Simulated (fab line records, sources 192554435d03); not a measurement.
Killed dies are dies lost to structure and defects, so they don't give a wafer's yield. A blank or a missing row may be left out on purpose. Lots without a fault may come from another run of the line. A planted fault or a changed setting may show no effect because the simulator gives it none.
A struck lot beside a sound one | flow n5_finfet | 15 steps out of a route of 1938
Sound: wafers L759.1, L759.4, L759.5. Struck: wafer L767.3. (L767.1 of the same lot was not struck and is left out.) The cause comes at the end.
At each step with rows: each side's tool, then ch and its chambers, then its first start. Under that, the readings that differ: sound wafers | struck wafers | difference of the means | sigmas: that difference in standard deviations of wafers without a fault.
alike: readings whose means differ by less than 2 such deviations, and words and numbers that are the same on both sides. not compared: withheld readings, readings that some wafer has no value for, bounds like >300 that may hide the same value, and numbers for which the record gives no deviation and whose values overlap.
The two part at a step that has a row with sigmas, a row that says differs or no value, or rows on one side only. Numbers that don't overlap but have no deviation are shown without sigmas and don't part them. A reading that every wafer of one side lacks parts them only if that side has two wafers or more.

first, 9 steps without rows for these wafers: N5_DUMMY_GATE_COAT_34 (time 60 s, resist thk 60 nm); N5_DUMMY_GATE_COAT_35 (time 60 s, resist thk 10 nm); N5_DUMMY_GATE_COAT_28 (time 60 s, resist thk 10 nm); N5_DUMMY_GATE_COAT_09 (resist thk 30 nm); N5_DUMMY_GATE_EBR_11; N5_DUMMY_GATE_SOFTBAKE_10 (time 60 s); N5_DUMMY_GATE_EXPOSE_12 (exposes mask GATE, target cd 25 nm); N5_DUMMY_GATE_PEB_13 (peb time 60 s); N5_DUMMY_GATE_DEVELOP_14 (develop time 30 s).
N5_DUMMY_GATE_CD_MEAS_15: target cd 25.8 nm.
  sound on cd_sem-01 ch 0, day 4 09:53; struck on cd_sem-01 ch 0, day 6 10:14
  reading    | sound             | struck | difference | sigmas
  cd_nm (nm) | 24.64 25.20 24.87 | 25.53  | +0.63      | +3
N5_DUMMY_GATE_OVL_MEAS_16:
  sound on overlay-01 ch 0, day 4 09:55; struck on overlay-01 ch 0, day 6 10:17
  reading       | sound          | struck | difference | sigmas
  GATE_OVL (nm) | -0.3 -0.8 -0.5 | 0.9    | +1.4       | +2
N5_DUMMY_GATE_INSPECT_17: inspects for defects (brightfield).
  sound on defect_inspect-02, day 4 09:58; struck on defect_inspect-02, day 6 10:20
  alike: raw_defect_count
N5_DUMMY_GATE_DESCUM_20: chemistry O2, time 6.2 s.
  sound on rie_diel-06 ch 0,1, day 4 10:01; struck on rie_diel-06 ch 0, day 6 10:22
  reading                                         | sound             | struck | difference | sigmas
  rf_fwd_power_W (W)                              | 49.74 49.93 49.73 | 49.42  | -0.38      | -2
  model.CAR-EUV_of_DUMMY_GATE_COAT_09.thk_nm (nm) | 26.6 26.6 26.6    | 26     | -1         |
  alike: drypump_motor_current_A, oes_product_au, rf_vpp_V, showerhead_plenum_p_Torr, throttle_valve_pct
  not compared: rf_hours_counter_h
N5_DUMMY_GATE_ETCH_29: etches underlayer in N2/H2, target depth 13 nm.
  sound on rie_diel-06 ch 0,1, day 4 10:04; struck on rie_diel-06 ch 0, day 6 10:26
  alike: drypump_motor_current_A, oes_product_au, rf_fwd_power_W, rf_vpp_V, showerhead_plenum_p_Torr, throttle_valve_pct
  not compared: rf_hours_counter_h
then, 1 step without rows for these wafers: N5_PASSIVATION_PROBE_49.

WHERE THEY PART
First at N5_DUMMY_GATE_CD_MEAS_15; last, within this record, at N5_DUMMY_GATE_DESCUM_20. Later steps at which nothing parts them and some readings are alike: N5_DUMMY_GATE_ETCH_29.

WHY: what the simulator had put in
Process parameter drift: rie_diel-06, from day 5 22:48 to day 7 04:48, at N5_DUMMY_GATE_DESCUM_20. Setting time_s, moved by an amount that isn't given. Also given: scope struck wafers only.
